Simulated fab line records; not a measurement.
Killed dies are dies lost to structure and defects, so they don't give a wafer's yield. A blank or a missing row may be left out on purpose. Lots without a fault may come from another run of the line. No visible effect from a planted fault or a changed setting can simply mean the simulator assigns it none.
Which of the tools did it? / flow n5Finfet / 14 lots with 42 wafers sampled at 4 steps, on a route of 1938 steps

WHAT EACH GAUGE READ, for each wafer
The record holds no reading of a measuring or inspecting step that can be judged against a usual standard deviation.

WHAT TOOL EACH LOT RAN ON (gives the tool, then ch and the chambers of the sampled wafers, and finally the start)
lot=L345; N5_BEOL_M0_SAQP_DEVELOP_39=lithoTrack-01 ch 0, day 5 23:22; N5_BEOL_M0_SAQP_ETCH_88=rieDiel-02 ch 1,2,3, day 5 23:35; N5_BEOL_M0_SAQP_ETCH_49=rieDiel-06 ch 0,1, day 6 00:21; N5_BEOL_M0_SAQP_STRIP_75=rieDiel-06 ch 0,1, day 6 00:27
lot=L346; N5_BEOL_M0_SAQP_DEVELOP_39=lithoTrack-01 ch 0, day 6 09:41; N5_BEOL_M0_SAQP_ETCH_88=rieDiel-02 ch 1,3, day 6 09:54; N5_BEOL_M0_SAQP_ETCH_49=rieDiel-06 ch 0,2, day 6 10:41; N5_BEOL_M0_SAQP_STRIP_75=rieDiel-06 ch 0,2, day 6 10:47
lot=L348; N5_BEOL_M0_SAQP_DEVELOP_39=lithoTrack-04 ch 0, day 6 14:07; N5_BEOL_M0_SAQP_ETCH_88=rieDiel-02 ch 1,2,3, day 6 14:20; N5_BEOL_M0_SAQP_ETCH_49=rieDiel-05 ch 1,2,3, day 6 15:06; N5_BEOL_M0_SAQP_STRIP_75=rieDiel-05 ch 1,2,3, day 6 15:12
lot=L350; N5_BEOL_M0_SAQP_DEVELOP_39=lithoTrack-04 ch 0, day 7 03:20; N5_BEOL_M0_SAQP_ETCH_88=rieDiel-05 ch 1,3, day 7 03:34; N5_BEOL_M0_SAQP_ETCH_49=rieDiel-02 ch 0,1,2, day 7 04:23; N5_BEOL_M0_SAQP_STRIP_75=rieDiel-02 ch 0,1,2, day 7 04:29
lot=L352; N5_BEOL_M0_SAQP_DEVELOP_39=lithoTrack-01 ch 0, day 8 10:13; N5_BEOL_M0_SAQP_ETCH_88=rieDiel-06 ch 0,2,3, day 8 10:50; N5_BEOL_M0_SAQP_ETCH_49=rieDiel-06 ch 1,2, day 8 11:45; N5_BEOL_M0_SAQP_STRIP_75=rieDiel-06 ch 1,2, day 8 11:51
lot=L354; N5_BEOL_M0_SAQP_DEVELOP_39=lithoTrack-01 ch 0, day 8 10:31; N5_BEOL_M0_SAQP_ETCH_88=rieDiel-06 ch 0,2,3, day 8 11:05; N5_BEOL_M0_SAQP_ETCH_49=rieDiel-06 ch 1,2,3, day 8 12:15; N5_BEOL_M0_SAQP_STRIP_75=rieDiel-06 ch 1,2,3, day 8 12:21
lot=L353; N5_BEOL_M0_SAQP_DEVELOP_39=lithoTrack-01 ch 0, day 8 13:14; N5_BEOL_M0_SAQP_ETCH_88=rieDiel-06 ch 1,3, day 8 13:27; N5_BEOL_M0_SAQP_ETCH_49=rieDiel-05 ch 0,2, day 8 14:38; N5_BEOL_M0_SAQP_STRIP_75=rieDiel-05 ch 0,2, day 8 14:44
lot=L355; N5_BEOL_M0_SAQP_DEVELOP_39=lithoTrack-01, day 8 21:14; N5_BEOL_M0_SAQP_ETCH_88=rieDiel-02 ch 0,1,3, day 8 21:27; N5_BEOL_M0_SAQP_ETCH_49=rieDiel-05 ch 0,1, day 8 22:37; N5_BEOL_M0_SAQP_STRIP_75=rieDiel-05 ch 0,1, day 8 22:43
lot=L356; N5_BEOL_M0_SAQP_DEVELOP_39=lithoTrack-01, day 9 00:29; N5_BEOL_M0_SAQP_ETCH_88=rieDiel-06 ch 0,2,3, day 9 00:46; N5_BEOL_M0_SAQP_ETCH_49=rieDiel-05 ch 0,1,2, day 9 03:23; N5_BEOL_M0_SAQP_STRIP_75=rieDiel-05 ch 0,1,2, day 9 03:29
lot=L361; N5_BEOL_M0_SAQP_DEVELOP_39=lithoTrack-01 ch 0, day 10 11:08; N5_BEOL_M0_SAQP_ETCH_88=rieDiel-02 ch 0,1, day 10 11:21; N5_BEOL_M0_SAQP_ETCH_49=rieDiel-02 ch 0,3, day 10 12:52; N5_BEOL_M0_SAQP_STRIP_75=rieDiel-02 ch 0,3, day 10 12:58
lot=L362; N5_BEOL_M0_SAQP_DEVELOP_39=lithoTrack-02 ch 0, day 10 13:52; N5_BEOL_M0_SAQP_ETCH_88=rieDiel-02 ch 0,3, day 10 14:05; N5_BEOL_M0_SAQP_ETCH_49=rieDiel-05 ch 1,2, day 10 14:52; N5_BEOL_M0_SAQP_STRIP_75=rieDiel-05 ch 1,2, day 10 14:58
lot=L364; N5_BEOL_M0_SAQP_DEVELOP_39=lithoTrack-01 ch 0, day 10 21:44; N5_BEOL_M0_SAQP_ETCH_88=rieDiel-05 ch 0,2,3, day 10 21:57; N5_BEOL_M0_SAQP_ETCH_49=rieDiel-05 ch 0,2,3, day 10 23:37; N5_BEOL_M0_SAQP_STRIP_75=rieDiel-05 ch 0,2,3, day 10 23:43
lot=L365; N5_BEOL_M0_SAQP_DEVELOP_39=lithoTrack-02 ch 0, day 11 02:26; N5_BEOL_M0_SAQP_ETCH_88=rieDiel-06 ch 0,1,3, day 11 02:39; N5_BEOL_M0_SAQP_ETCH_49=rieDiel-05 ch 0,1,3, day 11 03:25; N5_BEOL_M0_SAQP_STRIP_75=rieDiel-05 ch 0,1,3, day 11 03:31
lot=L366; N5_BEOL_M0_SAQP_DEVELOP_39=lithoTrack-04 ch 0, day 11 12:01; N5_BEOL_M0_SAQP_ETCH_88=rieDiel-06 ch 1,2,3, day 11 12:14; N5_BEOL_M0_SAQP_ETCH_49=rieDiel-02 ch 0,1, day 11 13:01; N5_BEOL_M0_SAQP_STRIP_75=rieDiel-02 ch 0,1, day 11 13:07
- N5_BEOL_M0_SAQP_DEVELOP_39: develop time 30 s.
- N5_BEOL_M0_SAQP_ETCH_88: etches underlayer in N2/H2, target depth 6.5 nm, time 5.2 s.
- N5_BEOL_M0_SAQP_ETCH_49: etches SiO2 in CF4/O2, target depth 37 nm.
- N5_BEOL_M0_SAQP_STRIP_75: strips in CF4.

AS READ BY THE TOOLS THEMSELVES (means over the sampled wafers that have a number; for cases with no such wafer, the mark the record gives instead)
N5_BEOL_M0_SAQP_DEVELOP_39. Usual: chillPlateTempC at 22.99 C, with a standard deviation of 0.12.
lot=L345; tool=lithoTrack-01; chillPlateTempC (C)=23.10; flag=
lot=L346; tool=lithoTrack-01; chillPlateTempC (C)=22.95; flag=
lot=L348; tool=lithoTrack-04; chillPlateTempC (C)=22.86; flag=
lot=L350; tool=lithoTrack-04; chillPlateTempC (C)=23.14; flag=
lot=L352; tool=lithoTrack-01; chillPlateTempC (C)=22.95; flag=
lot=L354; tool=lithoTrack-01; chillPlateTempC (C)=23.06; flag=
lot=L353; tool=lithoTrack-01; chillPlateTempC (C)=23.05; flag=
lot=L355; tool=lithoTrack-01; chillPlateTempC (C)=-; flag=OFF
lot=L356; tool=lithoTrack-01; chillPlateTempC (C)=-; flag=OFF
lot=L361; tool=lithoTrack-01; chillPlateTempC (C)=23.08; flag=
lot=L362; tool=lithoTrack-02; chillPlateTempC (C)=22.96; flag=
lot=L364; tool=lithoTrack-01; chillPlateTempC (C)=23.05; flag=
lot=L365; tool=lithoTrack-02; chillPlateTempC (C)=22.94; flag=
lot=L366; tool=lithoTrack-04; chillPlateTempC (C)=22.85; flag=

N5_BEOL_M0_SAQP_ETCH_88. Usual: drypumpMotorCurrentA 5.9 A, standard deviation 0.53; etchRfOnTimeS 5.24 s, standard deviation 0.1; oesProductAu 0.68 a.u., standard deviation 0.068; rfVppV 524.5 V, standard deviation 2.8; showerheadPlenumPTorr 2.56 Torr, standard deviation 0.09; throttleValvePct 17.85 %, standard deviation 0.21.
lot=L345; tool=rieDiel-02; drypumpMotorCurrentA (A)=5.8; etchRfOnTimeS (s)=5.40; oesProductAu (a.u.)=0.64; rfVppV (V)=525.3; showerheadPlenumPTorr (Torr)=2.58; throttleValvePct (%)=17.84; flag=
lot=L346; tool=rieDiel-02; drypumpMotorCurrentA (A)=5.9; etchRfOnTimeS (s)=5.38; oesProductAu (a.u.)=0.62; rfVppV (V)=526.8; showerheadPlenumPTorr (Torr)=2.64; throttleValvePct (%)=17.98; flag=
lot=L348; tool=rieDiel-02; drypumpMotorCurrentA (A)=5.7; etchRfOnTimeS (s)=5.37; oesProductAu (a.u.)=0.63; rfVppV (V)=525.3; showerheadPlenumPTorr (Torr)=2.58; throttleValvePct (%)=17.86; flag=
lot=L350; tool=rieDiel-05; drypumpMotorCurrentA (A)=5.8; etchRfOnTimeS (s)=5.32; oesProductAu (a.u.)=0.60; rfVppV (V)=522.3; showerheadPlenumPTorr (Torr)=2.48; throttleValvePct (%)=18.16; flag=
lot=L352; tool=rieDiel-06; drypumpMotorCurrentA (A)=6.2; etchRfOnTimeS (s)=5.19; oesProductAu (a.u.)=0.70; rfVppV (V)=524.7; showerheadPlenumPTorr (Torr)=2.53; throttleValvePct (%)=17.74; flag=
lot=L354; tool=rieDiel-06; drypumpMotorCurrentA (A)=6.2; etchRfOnTimeS (s)=5.26; oesProductAu (a.u.)=0.69; rfVppV (V)=523.8; showerheadPlenumPTorr (Torr)=2.53; throttleValvePct (%)=17.74; flag=
lot=L353; tool=rieDiel-06; drypumpMotorCurrentA (A)=5.8; etchRfOnTimeS (s)=5.29; oesProductAu (a.u.)=0.65; rfVppV (V)=521.4; showerheadPlenumPTorr (Torr)=2.44; throttleValvePct (%)=17.89; flag=
lot=L355; tool=rieDiel-02; drypumpMotorCurrentA (A)=5.8; etchRfOnTimeS (s)=5.20; oesProductAu (a.u.)=0.73; rfVppV (V)=527.8; showerheadPlenumPTorr (Torr)=2.65; throttleValvePct (%)=17.85; flag=
lot=L356; tool=rieDiel-06; drypumpMotorCurrentA (A)=6.3; etchRfOnTimeS (s)=5.24; oesProductAu (a.u.)=0.69; rfVppV (V)=524.6; showerheadPlenumPTorr (Torr)=2.53; throttleValvePct (%)=17.76; flag=
lot=L361; tool=rieDiel-02; drypumpMotorCurrentA (A)=5.3; etchRfOnTimeS (s)=5.15; oesProductAu (a.u.)=0.72; rfVppV (V)=527.0; showerheadPlenumPTorr (Torr)=2.69; throttleValvePct (%)=18.08; flag=
lot=L362; tool=rieDiel-02; drypumpMotorCurrentA (A)=6.1; etchRfOnTimeS (s)=5.12; oesProductAu (a.u.)=0.76; rfVppV (V)=526.3; showerheadPlenumPTorr (Torr)=2.63; throttleValvePct (%)=17.68; flag=
lot=L364; tool=rieDiel-05; drypumpMotorCurrentA (A)=5.6; etchRfOnTimeS (s)=5.17; oesProductAu (a.u.)=0.73; rfVppV (V)=524.9; showerheadPlenumPTorr (Torr)=2.58; throttleValvePct (%)=17.87; flag=
lot=L365; tool=rieDiel-06; drypumpMotorCurrentA (A)=5.9; etchRfOnTimeS (s)=5.27; oesProductAu (a.u.)=0.67; rfVppV (V)=523.0; showerheadPlenumPTorr (Torr)=2.49; throttleValvePct (%)=17.82; flag=
lot=L366; tool=rieDiel-06; drypumpMotorCurrentA (A)=6.2; etchRfOnTimeS (s)=5.30; oesProductAu (a.u.)=0.65; rfVppV (V)=521.1; showerheadPlenumPTorr (Torr)=2.47; throttleValvePct (%)=17.89; flag=

N5_BEOL_M0_SAQP_ETCH_49. Usual: cf4FlowSccm 100.0 sccm, standard deviation 0.32; drypumpMotorCurrentA 5.8 A, standard deviation 0.49; oesProductAu 0.81 a.u., standard deviation 0.087; rfVppV 239.8 V, standard deviation 1.8; showerheadPlenumPTorr 2.23 Torr, standard deviation 0.074; throttleValvePct 15.85 %, standard deviation 0.24.
lot=L345; tool=rieDiel-06; cf4FlowSccm (sccm)=99.9; drypumpMotorCurrentA (A)=5.6; oesProductAu (a.u.)=0.85; rfVppV (V)=239.0; showerheadPlenumPTorr (Torr)=2.21; throttleValvePct (%)=15.59; flag=
lot=L346; tool=rieDiel-06; cf4FlowSccm (sccm)=100.1; drypumpMotorCurrentA (A)=6.2; oesProductAu (a.u.)=0.81; rfVppV (V)=240.6; showerheadPlenumPTorr (Torr)=2.22; throttleValvePct (%)=15.80; flag=
lot=L348; tool=rieDiel-05; cf4FlowSccm (sccm)=100.1; drypumpMotorCurrentA (A)=5.6; oesProductAu (a.u.)=0.73; rfVppV (V)=239.4; showerheadPlenumPTorr (Torr)=2.20; throttleValvePct (%)=16.09; flag=
lot=L350; tool=rieDiel-02; cf4FlowSccm (sccm)=100.0; drypumpMotorCurrentA (A)=5.2; oesProductAu (a.u.)=0.85; rfVppV (V)=239.0; showerheadPlenumPTorr (Torr)=2.26; throttleValvePct (%)=15.85; flag=
lot=L352; tool=rieDiel-06; cf4FlowSccm (sccm)=100.0; drypumpMotorCurrentA (A)=6.2; oesProductAu (a.u.)=0.75; rfVppV (V)=240.9; showerheadPlenumPTorr (Torr)=2.18; throttleValvePct (%)=15.93; flag=
lot=L354; tool=rieDiel-06; cf4FlowSccm (sccm)=100.3; drypumpMotorCurrentA (A)=6.2; oesProductAu (a.u.)=0.78; rfVppV (V)=239.6; showerheadPlenumPTorr (Torr)=2.15; throttleValvePct (%)=15.88; flag=
lot=L353; tool=rieDiel-05; cf4FlowSccm (sccm)=99.8; drypumpMotorCurrentA (A)=5.5; oesProductAu (a.u.)=0.82; rfVppV (V)=241.7; showerheadPlenumPTorr (Torr)=2.18; throttleValvePct (%)=15.92; flag=
lot=L355; tool=rieDiel-05; cf4FlowSccm (sccm)=99.8; drypumpMotorCurrentA (A)=5.7; oesProductAu (a.u.)=0.89; rfVppV (V)=239.9; showerheadPlenumPTorr (Torr)=2.21; throttleValvePct (%)=15.60; flag=
lot=L356; tool=rieDiel-05; cf4FlowSccm (sccm)=99.8; drypumpMotorCurrentA (A)=5.6; oesProductAu (a.u.)=0.81; rfVppV (V)=240.1; showerheadPlenumPTorr (Torr)=2.21; throttleValvePct (%)=15.88; flag=
lot=L361; tool=rieDiel-02; cf4FlowSccm (sccm)=100.2; drypumpMotorCurrentA (A)=6.1; oesProductAu (a.u.)=0.90; rfVppV (V)=239.9; showerheadPlenumPTorr (Torr)=2.27; throttleValvePct (%)=15.69; flag=
lot=L362; tool=rieDiel-05; cf4FlowSccm (sccm)=100.3; drypumpMotorCurrentA (A)=5.5; oesProductAu (a.u.)=0.73; rfVppV (V)=239.9; showerheadPlenumPTorr (Torr)=2.22; throttleValvePct (%)=16.16; flag=
lot=L364; tool=rieDiel-05; cf4FlowSccm (sccm)=100.2; drypumpMotorCurrentA (A)=5.6; oesProductAu (a.u.)=0.86; rfVppV (V)=241.4; showerheadPlenumPTorr (Torr)=2.23; throttleValvePct (%)=15.79; flag=
lot=L365; tool=rieDiel-05; cf4FlowSccm (sccm)=100.0; drypumpMotorCurrentA (A)=5.7; oesProductAu (a.u.)=0.86; rfVppV (V)=239.9; showerheadPlenumPTorr (Torr)=2.26; throttleValvePct (%)=15.73; flag=
lot=L366; tool=rieDiel-02; cf4FlowSccm (sccm)=99.9; drypumpMotorCurrentA (A)=5.2; oesProductAu (a.u.)=0.83; rfVppV (V)=237.8; showerheadPlenumPTorr (Torr)=2.32; throttleValvePct (%)=16.01; flag=

N5_BEOL_M0_SAQP_STRIP_75. Usual: cf4FlowSccm 150.1 sccm, standard deviation 0.45; drypumpMotorCurrentA 5.8 A, standard deviation 0.49; oesProductAu 0.188 a.u., standard deviation 0.019; rfVppV 271.5 V, standard deviation 1.5; showerheadPlenumPTorr 1.81 Torr, standard deviation 0.06; throttleValvePct 13.57 %, standard deviation 0.25.
lot=L345; tool=rieDiel-06; cf4FlowSccm (sccm)=150.2; drypumpMotorCurrentA (A)=5.6; oesProductAu (a.u.)=0.193; rfVppV (V)=271.0; showerheadPlenumPTorr (Torr)=1.79; throttleValvePct (%)=13.31; flag=
lot=L346; tool=rieDiel-06; cf4FlowSccm (sccm)=150.1; drypumpMotorCurrentA (A)=6.2; oesProductAu (a.u.)=0.189; rfVppV (V)=271.3; showerheadPlenumPTorr (Torr)=1.81; throttleValvePct (%)=13.50; flag=
lot=L348; tool=rieDiel-05; cf4FlowSccm (sccm)=150.2; drypumpMotorCurrentA (A)=5.7; oesProductAu (a.u.)=0.168; rfVppV (V)=271.3; showerheadPlenumPTorr (Torr)=1.79; throttleValvePct (%)=13.83; flag=
lot=L350; tool=rieDiel-02; cf4FlowSccm (sccm)=150.2; drypumpMotorCurrentA (A)=5.2; oesProductAu (a.u.)=0.195; rfVppV (V)=271.6; showerheadPlenumPTorr (Torr)=1.84; throttleValvePct (%)=13.56; flag=
lot=L352; tool=rieDiel-06; cf4FlowSccm (sccm)=149.6; drypumpMotorCurrentA (A)=6.2; oesProductAu (a.u.)=0.175; rfVppV (V)=271.2; showerheadPlenumPTorr (Torr)=1.77; throttleValvePct (%)=13.67; flag=
lot=L354; tool=rieDiel-06; cf4FlowSccm (sccm)=150.0; drypumpMotorCurrentA (A)=6.2; oesProductAu (a.u.)=0.180; rfVppV (V)=270.0; showerheadPlenumPTorr (Torr)=1.76; throttleValvePct (%)=13.62; flag=
lot=L353; tool=rieDiel-05; cf4FlowSccm (sccm)=149.8; drypumpMotorCurrentA (A)=5.5; oesProductAu (a.u.)=0.186; rfVppV (V)=270.2; showerheadPlenumPTorr (Torr)=1.77; throttleValvePct (%)=13.64; flag=
lot=L355; tool=rieDiel-05; cf4FlowSccm (sccm)=150.2; drypumpMotorCurrentA (A)=5.7; oesProductAu (a.u.)=0.205; rfVppV (V)=270.8; showerheadPlenumPTorr (Torr)=1.79; throttleValvePct (%)=13.32; flag=
lot=L356; tool=rieDiel-05; cf4FlowSccm (sccm)=150.2; drypumpMotorCurrentA (A)=5.6; oesProductAu (a.u.)=0.188; rfVppV (V)=272.0; showerheadPlenumPTorr (Torr)=1.80; throttleValvePct (%)=13.59; flag=
lot=L361; tool=rieDiel-02; cf4FlowSccm (sccm)=150.0; drypumpMotorCurrentA (A)=6.1; oesProductAu (a.u.)=0.205; rfVppV (V)=272.8; showerheadPlenumPTorr (Torr)=1.85; throttleValvePct (%)=13.38; flag=
lot=L362; tool=rieDiel-05; cf4FlowSccm (sccm)=149.9; drypumpMotorCurrentA (A)=5.6; oesProductAu (a.u.)=0.173; rfVppV (V)=271.1; showerheadPlenumPTorr (Torr)=1.80; throttleValvePct (%)=13.90; flag=
lot=L364; tool=rieDiel-05; cf4FlowSccm (sccm)=150.2; drypumpMotorCurrentA (A)=5.6; oesProductAu (a.u.)=0.194; rfVppV (V)=271.8; showerheadPlenumPTorr (Torr)=1.82; throttleValvePct (%)=13.51; flag=
lot=L365; tool=rieDiel-05; cf4FlowSccm (sccm)=150.2; drypumpMotorCurrentA (A)=5.7; oesProductAu (a.u.)=0.196; rfVppV (V)=271.1; showerheadPlenumPTorr (Torr)=1.84; throttleValvePct (%)=13.45; flag=
lot=L366; tool=rieDiel-02; cf4FlowSccm (sccm)=149.7; drypumpMotorCurrentA (A)=5.2; oesProductAu (a.u.)=0.188; rfVppV (V)=272.5; showerheadPlenumPTorr (Torr)=1.88; throttleValvePct (%)=13.72; flag=

THE ANSWER, worked out from the rows above alone
Rule: take the mean of a lot's wafers that have a number; if it is more than 3 standard deviations from the usual mean, the lot is off. A lot without any number at a reading at which 4 lots or more have one is off too. All remaining lots with rows at the step are treated as sound. After the gauges, taken in route order, come the tools' own readings; for these a lot's mean is taken, as printed above. The first step at which some lot is off is used, and at that step the reading that is off furthest; a lot without a number counts as furthest.
Off, at N5_BEOL_M0_SAQP_DEVELOP_39 on chillPlateTempC: L355, L356. Without a number there: L355, L356.
If a tool, at that step or one of the process steps before it, ran each lot that is off and ran no sound lot following the first of them, it fits. None of those tried fits.

WHAT THE SIMULATOR HAD PUT IN
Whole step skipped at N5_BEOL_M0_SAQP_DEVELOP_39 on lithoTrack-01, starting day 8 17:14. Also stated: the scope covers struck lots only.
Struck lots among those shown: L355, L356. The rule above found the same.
